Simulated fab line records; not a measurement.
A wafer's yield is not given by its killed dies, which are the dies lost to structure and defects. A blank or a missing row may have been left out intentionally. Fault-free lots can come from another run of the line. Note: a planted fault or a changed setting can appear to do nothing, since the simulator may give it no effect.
A struck lot beside a sound one -- flow n5-finfet -- 14 out of 1938 route steps
Sound: these wafers, L577.2, L577.3, L577.4. Wafers L585.1, L585.4, L585.5 were the ones struck. The cause is named last.
For every step that has rows: the tool of each side, followed by ch and its chambers, followed by its first start. Under that, the readings that differ: sound wafers -- struck wafers -- difference of the means -- sigmas: that difference in standard deviations of wafers without a fault.
alike: readings with means less than 2 such deviations apart, plus words and numbers identical on both sides. not compared: withheld readings, readings lacking a value on some wafer, bounds such as >300 that could conceal the same value, and numbers that have no deviation in the record and whose values overlap.
A row with sigmas, a row that says differs or no value, or rows on one side alone: a step with any of these is where the two part. Numbers that don't overlap but have no deviation are shown without sigmas and don't part them. Lack of a reading on every wafer of one side parts them only where that side has two or more wafers.

first, 3 steps without rows for these wafers: N5_HKMG_FIN_WET_ETCH_65 (etches a-Si in TMAH, stops on TiN, time 49 s, target depth 3 nm); N5_HKMG_FIN_WET_ETCH_81 (etches TiN in SC1, stops on HfO2, time 57 s, target depth 6 nm); N5_HKMG_FIN_WET_ETCH_82 (etches La2O3 in dHCl, stops on HfO2, target depth 2 nm, rinse time 30 s).
N5_HKMG_FIN_ALD_36: deposits TiN, target thk 1 nm, pulse time 1 s, purge time 3 s.
  sound on ald-metal-02 ch 0,1,3, day 4 06:29; struck on ald-metal-02 ch 0,3, day 6 00:11
  alike: chamber-pressure-Torr, heater-power-outer-w, heater-power-w, precursor-pulse-height-rel
  not compared: since-wet-clean-h
N5_HKMG_FIN_THK_MEAS_70: measures by xrf.
  sound on film-metro-02 at day 4 06:46; struck on film-metro-01 at day 6 00:28
  alike: HK_THK
N5_HKMG_FIN_PWFM_ALD_03: deposits TiN, target thk 2 nm, pulse time 1 s, purge time 3 s.
  sound on ald-metal-01 ch 0,2,3, day 4 06:47; struck on ald-metal-03 ch 0,2,3, day 6 00:31
  alike: chamber-pressure-Torr, heater-power-outer-w, heater-power-w, precursor-pulse-height-rel
  not compared: since-wet-clean-h
then, 6 steps without rows for these wafers: N5_HKMG_FIN_COAT_29 (time 60 s, resist thk 300 nm); N5_HKMG_FIN_COAT_30 (time 60 s, resist thk 35 nm); N5_HKMG_FIN_COAT_06 (resist thk 90 nm); N5_HKMG_FIN_EBR_08; N5_HKMG_FIN_SOFTBAKE_07 (time 60 s); N5_HKMG_FIN_EXPOSE_09 (exposes mask NWFM).
N5_HKMG_FIN_PEB_10: peb time 60 s.
  sound on litho-track-03 ch 0, day 4 07:34; struck on litho-track-02, day 6 01:17
  no value came back on the struck wafers for chill-plate-temp-C (C), exhaust-pa (Pa); on the sound wafers chill-plate-temp-C (C) reads 23.02 22.92 22.88
then, 1 step without rows for these wafers: N5_HKMG_FIN_DEVELOP_11 (develop time 30 s).

## WHERE THEY PART
Within this record, at N5_HKMG_FIN_PEB_10 only.

WHY: what had been put in by the simulator
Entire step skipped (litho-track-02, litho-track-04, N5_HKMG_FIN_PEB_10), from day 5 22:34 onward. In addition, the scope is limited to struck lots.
